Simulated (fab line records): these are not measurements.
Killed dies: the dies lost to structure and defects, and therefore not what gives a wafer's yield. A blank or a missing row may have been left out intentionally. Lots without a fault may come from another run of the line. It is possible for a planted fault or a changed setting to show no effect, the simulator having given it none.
Lot-split experiment ; flow n5-finfet ; 21 wafers read across 7 lots, on a route 1938 steps long

== ABOUT THE SPLIT ==
At N5_SDB_COAT_05 (resist thk 90 nm), the setting spin-rpm was moved away from the recipe's 1500 rpm on 2 of the 21 wafers read, by -6.3% to +3.5%. All remaining wafers had this setting at the recipe value.

== FROM THE SPLIT TO THE READING: what the file shows between them, 5 steps ==
- N5_SDB_EBR_07
- N5_SDB_SOFTBAKE_06: time 60 s
- N5_SDB_EXPOSE_08: exposes mask SDB
- N5_SDB_PEB_09: peb time 60 s
- N5_SDB_DEVELOP_10: develop time 30 s

== THE READING ==
CAR-ArF_of_SDB_COAT_05.thk-nm (the simulator's own value, which no gauge read), in nm, at N5_SDB_DESCUM_16 (chemistry O2, time 7.9 s). There is no usual value for it anywhere in the file. Across the 19 wafers here that went through the recipe, the average is 83.4 nm and the standard deviation 0.2 nm.

wafer;tool, chamber at the split;spin-rpm as run, rpm;against the recipe;CAR-ArF_of_SDB_COAT_05.thk-nm, nm;against lot-mates on the recipe
L074.1;litho-track-04, 0;1500;recipe;83.4;-
L074.5;litho-track-04, 0;1500;recipe;83.4;-
L074.6;litho-track-04, 0;1500;recipe;83.4;-
L076.4;litho-track-05, 0;1500;recipe;83.2;-
L076.5;litho-track-05, 0;1500;recipe;83.6;-
L076.6;litho-track-05, 0;1500;recipe;83.4;-
L081.3;litho-track-05, 0;1500;recipe;83.2;-
L081.5;litho-track-05, 0;1500;recipe;83.4;-
L081.6;litho-track-05, 0;1553;+3.5%;81.8;-1.5
L086.1;litho-track-04, 0;1500;recipe;83.4;-
L086.3;litho-track-04, 0;1500;recipe;83.2;-
L086.6;litho-track-04, 0;1405;-6.3%;86.2;+2.9
L089.1;litho-track-03, 0;1500;recipe;83.2;-
L089.2;litho-track-03, 0;1500;recipe;83.4;-
L089.4;litho-track-03, 0;1500;recipe;83.4;-
L090.1;litho-track-04, 0;1500;recipe;83.8;-
L090.3;litho-track-04, 0;1500;recipe;83.8;-
L090.5;litho-track-04, 0;1500;recipe;83.6;-
L091.2;litho-track-05, 0;1500;recipe;83;-
L091.4;litho-track-05, 0;1500;recipe;83.2;-
L091.5;litho-track-05, 0;1500;recipe;83.2;-

FIT RESULTS
A straight line over all 21 wafers: CAR-ArF_of_SDB_COAT_05.thk-nm changes by -0.446 nm for each +1% of spin-rpm; r = -0.96; the points scatter about the line by 0.2 nm.
The same after taking each lot's own level away (the mean of its wafers on the recipe; 21 wafers): -0.45 nm for each +1%; r = -0.99; scatter 0.11 nm.
The reading moves by 2.8 nm for the largest change in spin-rpm, on that fit.
The lots' own levels span 83.13 to 83.73 nm, that is 2.9 times the standard deviation above.
Consequently the slope shifts little with the lot-to-lot level, the two slopes agreeing.
Check: for one of the wafers moved furthest among these (-6.3%), held out of the fit, the line's prediction against its lot-mates is +2.69 nm. Against them it came out at +2.9 nm.

== THE OTHER SPLITS THESE WAFERS WENT THROUGH ==
Note: prior to the reading, these wafers also went through further splits. Each is held against what the fit with the lots' levels taken away leaves over:
other split on the same wafers;wafers away from the commonest value;r with CAR-ArF_of_SDB_COAT_05.thk-nm (lot level and that fit taken away)
N5_SD_ACTIVATION_LSA_01 temp-c;8;-0.12
N5_SDB_COAT_03 spin-rpm;5;+0.21

== THE WHOLE CHAIN: every reading that the file lists as answering this split, in the file's order ==
step;what it does;reading;change (the file's fit);r (the file's)
N5_SDB_COAT_05;resist thk 90 nm;CAR-ArF_of_SDB_COAT_05.thk-nm (the simulator's own value, which no gauge read);-0.463 nm for each +1% of the setting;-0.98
N5_SDB_DEVELOP_10;develop time 30 s;CAR-ArF_of_SDB_COAT_05.thk-nm (the simulator's own value, which no gauge read);-0.438 nm for each +1% of the setting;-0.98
N5_SDB_DESCUM_16;chemistry O2, time 7.9 s;CAR-ArF_of_SDB_COAT_05.thk-nm (the simulator's own value, which no gauge read);-0.45 nm for each +1% of the setting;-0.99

== THE FILE'S OWN FIT ==
CAR-ArF_of_SDB_COAT_05.thk-nm changes by -0.45 nm for each +1% of spin-rpm, r = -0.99.
